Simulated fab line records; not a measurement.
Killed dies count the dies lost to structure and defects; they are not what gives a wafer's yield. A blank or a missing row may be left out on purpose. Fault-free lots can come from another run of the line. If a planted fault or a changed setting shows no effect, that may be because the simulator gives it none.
Which tool is to blame?    flow n5-finfet    Sampling: 9 lots, 27 wafers, 6 of 1938 route steps

## WHAT THE GAUGES SHOWED, per wafer
N5_SD_EPI_P_OVL_MEAS_10. Usual: SD_P_BLK_OVL -0.4 nm, standard deviation 0.74.
lot   measured     on          SD_P_BLK_OVL (nm)  flag
L878  day 3 07:28  overlay-02  -0.9 0.4 -1.3      
L886  day 5 11:04  overlay-02  -1.0 -0.4 -1.6     
L887  day 5 19:10  overlay-01  -0.3 -0.5 -0.3     
L888  day 6 04:35  overlay-02  0.0 0.4 -0.5       
L890  day 6 11:35  overlay-01  -0.1 -0.6 -0.8     
L893  day 7 00:41  overlay-02  -0.1 0.4 0.2       
L894  day 7 04:54  overlay-01  -1.1 -0.8 -1.2     
L898  day 8 06:26  overlay-02  -1.3 1.0 -1.3      
L899  day 8 12:00  overlay-01  -0.7 -1.2 -0.7     

N5_SD_EPI_P_EPI_MEAS_23. Usual: thk-nm 61.1 nm, standard deviation 1.1.
lot   measured     on             thk-nm (nm)     flag
L878  day 3 11:06  film-metro-01  62.1 62.1 62.0  
L886  day 5 15:32  film-metro-01  1.3 0.5 2.3     OFF
L887  day 5 23:39  film-metro-02  2.2 0.8 0.5     OFF
L888  day 6 08:12  film-metro-02  2.9 1.7 3.0     OFF
L890  day 6 15:11  film-metro-01  60.2 61.6 61.0  
L893  day 7 06:17  film-metro-02  62.4 61.4 60.1  
L894  day 7 08:31  film-metro-01  61.9 60.4 60.6  
L898  day 8 10:02  film-metro-01  60.2 60.9 60.0  
L899  day 8 15:38  film-metro-02  60.5 62.1 62.7  

N5_BEOL_M4_RC_MEAS_101. Usual: DIBL_N 36.9 mV/V, standard deviation 1.7; DIBL_P 36.7 mV/V, standard deviation 2.1; IOFF_N 0.17 nA/um, standard deviation 0.032; IOFF_P 0.22 nA/um, standard deviation 0.036; ION_N 674 uA/um, standard deviation 12; ION_P 461 uA/um, standard deviation 7; SS_N 71.7 mV/dec, standard deviation 0.6; SS_P 73.4 mV/dec, standard deviation 0.67; VT_N 249 mV, standard deviation 3.1; VT_P -250 mV, standard deviation 3.2.
lot   measured      on         DIBL_N (mV/V)   DIBL_P (mV/V)   IOFF_N (nA/um)  IOFF_P (nA/um)  ION_N (uA/um)  ION_P (uA/um)  SS_N (mV/dec)   SS_P (mV/dec)   VT_N (mV)    VT_P (mV)       flag
L878  day 8 01:31   prober-01  35.5 36.4 35.7  35.5 36.6 34.9  0.14 0.15 0.14  0.18 0.20 0.18  657 674 666    448 464 456    71.7 71.3 70.9  72.8 73.2 73.1  253 254 250  -254 -251 -251  
L890  day 11 00:52  prober-01  37.7 34.9 36.2  38.5 36.7 37.5  0.19 0.14 0.16  0.26 0.21 0.23  688 677 677    475 466 461    72.3 70.8 72.2  73.5 73.7 72.3  248 253 248  -245 -249 -246  
L893  day 11 17:23  prober-01  37.3 37.9 37.8  36.8 35.9 35.7  0.18 0.20 0.18  0.24 0.23 0.22  676 685 681    465 468 466    71.6 71.9 71.8  73.5 73.4 72.5  246 246 247  -248 -250 -250  
L894  day 11 13:01  prober-01  36.7 37.6 36.9  36.8 36.9 36.5  0.14 0.18 0.15  0.19 0.19 0.18  664 671 660    454 455 456    71.6 72.4 71.9  73.0 72.8 72.7  251 248 252  -253 -251 -252  
L898  day 13 01:27  prober-01  35.4 37.0 35.2  37.3 37.7 37.1  0.16 0.17 0.15  0.21 0.22 0.21  681 682 682    464 465 461    71.1 70.8 71.0  73.6 73.7 73.0  248 248 250  -250 -249 -249  
L899  day 13 05:11  prober-02  35.5 32.0 35.6  34.9 30.8 34.9  0.14 0.10 0.14  0.19 0.14 0.20  673 651 667    462 452 462    72.0 69.8 71.3  73.8 72.5 73.7  254 255 255  -250 -255 -251  

## TOOL THAT RAN EACH LOT (tool first, then ch and the chambers of the sampled wafers, then the start)
lot   N5_SD_EPI_N_SD_RECESS_17         N5_SD_EPI_P_ETCHBACK_46            N5_SD_EPI_P_SD_RECESS_17
L878  rie-si-03 ch 0,1,3, day 3 02:52  rie-diel-06 ch 1,2,3, day 3 07:56  rie-si-02 ch 0,2,3, day 3 08:12
L886  rie-si-01 ch 1,2,3, day 5 07:23  rie-diel-03 ch 0,1,3, day 5 11:33  rie-si-05 ch 0,3, day 5 11:49
L887  rie-si-04 ch 0,2, day 5 14:52    rie-diel-06 ch 0,2,3, day 5 19:38  rie-si-02 ch 1,2, day 5 19:55
L888  rie-si-03 ch 0,2,3, day 6 00:16  rie-diel-06 ch 1,2, day 6 05:03    rie-si-05 ch 0,2, day 6 05:19
L890  rie-si-01 ch 1,2,3, day 6 07:09  rie-diel-06 ch 1,2,3, day 6 12:03  rie-si-06 ch 0,1,2, day 6 12:19
L893  rie-si-01 ch 1,3, day 6 20:44    rie-diel-03 ch 0,3, day 7 01:10    rie-si-02 ch 0,1,3, day 7 01:26
L894  rie-si-04 ch 0,1,2, day 7 01:13  rie-diel-03 ch 0,3, day 7 05:23    rie-si-02 ch 1,2,3, day 7 05:39
L898  rie-si-04 ch 1,2, day 8 02:45    rie-diel-06 ch 0,1,2, day 8 06:55  rie-si-05 ch 2,3, day 8 07:11
L899  rie-si-01 ch 0,1, day 8 08:14    rie-diel-03 ch 0,1, day 8 12:29    rie-si-06 ch 2,3, day 8 12:45
- N5_SD_EPI_N_SD_RECESS_17: chemistry HBr/Cl2/O2, target depth 41 nm, time 23.7 s, bt time 3 s.
- N5_SD_EPI_P_ETCHBACK_46: etches SiNx in CH3F/O2, stops on SiO2, target depth 17.5 nm.
- N5_SD_EPI_P_SD_RECESS_17: chemistry HBr/Cl2/O2, target depth 39.1 nm, bt time 3 s.

## WHAT THE TOOLS THEMSELVES READ (means of the sampled wafers that have a number; where no wafer has one, the mark that the record gives instead)
N5_SD_EPI_N_SD_RECESS_17. Usual: O2_flow_sccm 12.00 sccm, standard deviation 0.037; drypump-motor-current-A 5.9 A, standard deviation 0.39; oes-product-au 1.004 a.u., standard deviation 0.02; throttle-valve-pct 37.2 %, standard deviation 0.34.
lot   tool       O2_flow_sccm (sccm)  drypump-motor-current-A (A)  oes-product-au (a.u.)  throttle-valve-pct (%)  flag
L878  rie-si-03  12.02                6.0                          1.002                  37.2                    
L886  rie-si-01  11.98                6.0                          1.016                  37.1                    
L887  rie-si-04  12.00                5.5                          0.976                  37.0                    
L888  rie-si-03  11.98                6.2                          0.996                  37.4                    
L890  rie-si-01  12.03                6.0                          1.010                  37.1                    
L893  rie-si-01  11.99                6.5                          1.016                  37.1                    
L894  rie-si-04  12.03                5.7                          1.004                  37.1                    
L898  rie-si-04  11.98                5.6                          1.023                  37.0                    
L899  rie-si-01  11.99                6.0                          0.993                  37.4                    

N5_SD_EPI_P_ETCHBACK_46. Usual: CH3F_flow_sccm 29.99 sccm, standard deviation 0.096; O2_flow_sccm 19.99 sccm, standard deviation 0.064; drypump-motor-current-A 5.7 A, standard deviation 0.38; oes-product-au 0.68 a.u., standard deviation 0.071; rf-vpp-V 296 V, standard deviation 4.6; showerhead-plenum-p-Torr 2.01 Torr, standard deviation 0.084; throttle-valve-pct 16.21 %, standard deviation 0.29.
lot   tool         CH3F_flow_sccm (sccm)  O2_flow_sccm (sccm)  drypump-motor-current-A (A)  oes-product-au (a.u.)  rf-vpp-V (V)  showerhead-plenum-p-Torr (Torr)  throttle-valve-pct (%)  flag
L878  rie-diel-06  29.91                  19.96                5.5                          0.73                   297           2.06                             16.20                   
L886  rie-diel-03  -                      -                    -                            -                      -             -                                -                       OFF
L887  rie-diel-06  -                      -                    -                            -                      -             -                                -                       OFF
L888  rie-diel-06  -                      -                    -                            -                      -             -                                -                       OFF
L890  rie-diel-06  30.03                  19.97                5.5                          0.70                   297           2.05                             16.25                   
L893  rie-diel-03  29.97                  19.98                5.4                          0.67                   297           2.11                             16.24                   
L894  rie-diel-03  30.01                  19.96                5.4                          0.68                   297           2.11                             16.24                   
L898  rie-diel-06  29.98                  20.00                5.6                          0.71                   294           1.98                             16.23                   
L899  rie-diel-03  30.10                  19.96                5.7                          0.69                   296           2.11                             15.93                   

N5_SD_EPI_P_SD_RECESS_17. Usual: O2_flow_sccm 12.00 sccm, standard deviation 0.036; drypump-motor-current-A 5.8 A, standard deviation 0.5; oes-product-au 1.000 a.u., standard deviation 0.015; throttle-valve-pct 37.08 %, standard deviation 0.29.
lot   tool       O2_flow_sccm (sccm)  drypump-motor-current-A (A)  oes-product-au (a.u.)  throttle-valve-pct (%)  flag
L878  rie-si-02  12.01                6.0                          0.992                  37.32                   
L886  rie-si-05  12.02                5.6                          0.993                  37.02                   
L887  rie-si-02  12.00                5.6                          0.989                  37.43                   
L888  rie-si-05  12.05                5.8                          0.996                  37.13                   
L890  rie-si-06  11.97                5.5                          1.008                  36.68                   
L893  rie-si-02  11.99                6.1                          0.997                  37.09                   
L894  rie-si-02  12.02                5.9                          0.996                  37.25                   
L898  rie-si-05  11.97                6.3                          1.001                  37.17                   
L899  rie-si-06  12.01                6.0                          1.016                  37.07                   

## THE ANSWER, worked out from the rows above alone
Rule: a lot is off if the mean of its wafers that have a number lies more than 3 standard deviations from the usual mean. A lot without any number at a reading at which 4 lots or more have one is off too. The other lots that the step has rows for count as sound. After the gauges, taken in route order, come the tools' own readings; for these a lot's mean is taken, as printed above. At the first step where some lot is off, the reading lying furthest off is the one used; lots without a number count as furthest.
Off: L886, L887, L888, at N5_SD_EPI_P_EPI_MEAS_23 (thk-nm).
A tool fits if, at a process step before that reading, it ran every lot that is off, and no sound lot after the first of them. The gauges at N5_SD_EPI_P_EPI_MEAS_23 aren't tried: what is off there is off at N5_SD_EPI_P_ETCHBACK_46 too, on other tools, and a gauge's error can't cause that. Not one of the candidates tried fits.

## WHAT THE SIMULATOR HAD PUT IN
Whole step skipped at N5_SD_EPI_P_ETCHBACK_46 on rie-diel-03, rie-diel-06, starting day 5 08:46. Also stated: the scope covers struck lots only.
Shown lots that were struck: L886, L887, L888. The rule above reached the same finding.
